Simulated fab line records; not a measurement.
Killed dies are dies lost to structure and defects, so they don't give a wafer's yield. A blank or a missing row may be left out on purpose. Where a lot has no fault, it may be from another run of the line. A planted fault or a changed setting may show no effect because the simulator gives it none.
Chamber matching / flow n5 finfet / N5_BEOL_M9_ETCH_65 on rie diel-01 has 4 sister chambers
The step etches SiARC in CF4, target depth 15.6 nm, time 26 s. 8 wafers are shown with their chamber, then 7 later ones without.

== WAFERS PAIRED WITH THEIR CHAMBERS ==
wafer=L677.3; chamber=3; showerhead plenum p Torr (Torr)=2.03; throttle valve pct (%)=15.78
wafer=L677.5; chamber=3; showerhead plenum p Torr (Torr)=2.03; throttle valve pct (%)=15.78
wafer=L679.6; chamber=1; showerhead plenum p Torr (Torr)=2.12; throttle valve pct (%)=15.91
wafer=L681.1; chamber=0; showerhead plenum p Torr (Torr)=2.12; throttle valve pct (%)=15.97
wafer=L681.2; chamber=1; showerhead plenum p Torr (Torr)=2.11; throttle valve pct (%)=15.95
wafer=L681.6; chamber=2; showerhead plenum p Torr (Torr)=2.20; throttle valve pct (%)=16.09
wafer=L686.4; chamber=2; showerhead plenum p Torr (Torr)=2.19; throttle valve pct (%)=16.13
wafer=L686.5; chamber=0; showerhead plenum p Torr (Torr)=2.12; throttle valve pct (%)=15.97

== WAFERS WITHOUT THEIR CHAMBER ==
wafer=L686.6; showerhead plenum p Torr (Torr)=2.11; throttle valve pct (%)=15.98
wafer=L690.3; showerhead plenum p Torr (Torr)=2.03; throttle valve pct (%)=15.80
wafer=L690.5; showerhead plenum p Torr (Torr)=2.19; throttle valve pct (%)=16.14
wafer=L690.6; showerhead plenum p Torr (Torr)=2.12; throttle valve pct (%)=15.99
wafer=L691.1; showerhead plenum p Torr (Torr)=2.12; throttle valve pct (%)=15.98
wafer=L691.5; showerhead plenum p Torr (Torr)=2.12; throttle valve pct (%)=15.99
wafer=L691.6; showerhead plenum p Torr (Torr)=2.03; throttle valve pct (%)=15.80

== WHICH CHAMBER EACH WENT THROUGH ==
wafer=L686.6; from the rows above=can't be placed: 0 or 1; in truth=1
wafer=L690.3; from the rows above=3; in truth=3
wafer=L690.5; from the rows above=2; in truth=2
wafer=L690.6; from the rows above=0; in truth=0
wafer=L691.1; from the rows above=0; in truth=0
wafer=L691.5; from the rows above=0; in truth=0
wafer=L691.6; from the rows above=3; in truth=3
Correct placement for 6 of the 7. Not placeable from these rows: 1 (in 1, the candidates include the true chamber). 0 placed wrongly.
How it was worked out, from the rows above alone: a wafer's distance from a chamber is the root of the sum, over the readings, of the square of ((its reading less the chamber's mean) divided by the reading's scatter). The wafer belongs to the nearest chamber; if the next one is less than 2 further off, it can't be placed. A chamber's mean is the mean of its shown wafers. The scatter: the root of (the sum of the squares of (reading less its chamber's mean) over the shown wafers, divided by (wafers less chambers)).
